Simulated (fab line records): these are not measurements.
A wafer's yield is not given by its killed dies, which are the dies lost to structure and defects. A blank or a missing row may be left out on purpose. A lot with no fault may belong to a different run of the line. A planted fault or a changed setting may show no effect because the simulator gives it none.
Matching of chambers    flow n5-finfet    4 sister chambers for N5_BEOL_M0_SAQP_SPACER1_ETCHBACK_99 on rie-diel-05
The step etches SiO2 in CHF3/O2, target depth 15.4 nm, time 7.7 s. 16 wafers are shown with their chamber, then 8 later ones without.

## WAFERS, EACH WITH ITS CHAMBER
wafer   chamber  drypump-motor-current-A (A)  rf-vpp-V (V)  throttle-valve-pct (%)
L076.1  2        6.3                          536           19.26
L076.3  1        5.2                          534           19.29
L076.5  2        6.3                          536           19.27
L078.2  2        6.3                          536           19.25
L078.3  0        5.9                          506           18.85
L078.6  3        4.7                          524           18.90
L080.1  0        5.8                          509           18.88
L080.4  2        6.3                          535           19.27
L080.5  3        4.7                          523           18.92
L083.3  1        5.2                          534           19.33
L083.4  3        4.6                          524           18.91
L083.6  0        5.9                          506           18.89
L087.2  2        6.3                          535           19.29
L087.3  1        5.2                          534           19.31
L087.5  0        5.9                          508           18.89
L090.1  3        4.7                          526           18.96

SIGNATURES, as means of the wafers listed above
reading                  chamber 0  chamber 1  chamber 2  chamber 3  scatter within a chamber
drypump-motor-current-A  5.875      5.200      6.300      4.675      0.0354
rf-vpp-V                 507.25     534.00     535.60     524.25     1.03
throttle-valve-pct       18.8775    19.3100    19.2680    18.9225    0.0201
Rule: a wafer's distance from a chamber is the root of the sum, over the readings, of the square of ((its reading less the chamber's mean) divided by the reading's scatter). If the next closest chamber is less than 2 further off than the closest, the wafer can't be placed; otherwise it belongs to the closest. The scatter: the root of (the sum of the squares of (reading less its chamber's mean) over the shown wafers, divided by (wafers less chambers)).

## WAFERS WITHOUT THEIR CHAMBER
wafer   drypump-motor-current-A (A)  rf-vpp-V (V)  throttle-valve-pct (%)
L090.5  5.9                          506           18.91
L090.6  4.7                          525           18.94
L093.1  4.7                          525           18.94
L093.3  5.2                          534           19.35
L093.5  4.7                          526           18.95
L096.2  6.3                          537           19.32
L096.4  4.7                          525           18.95
L096.6  5.8                          506           18.90

## CHAMBER TAKEN BY EACH
wafer   from the rows above  in truth
L090.5  0                    0
L090.6  3                    3
L093.1  3                    3
L093.3  1                    1
L093.5  3                    3
L096.2  2                    2
L096.4  3                    3
L096.6  0                    0
Placed correctly: 8 of 8. Not placeable from these rows: 0. Wrongly placed: 0.
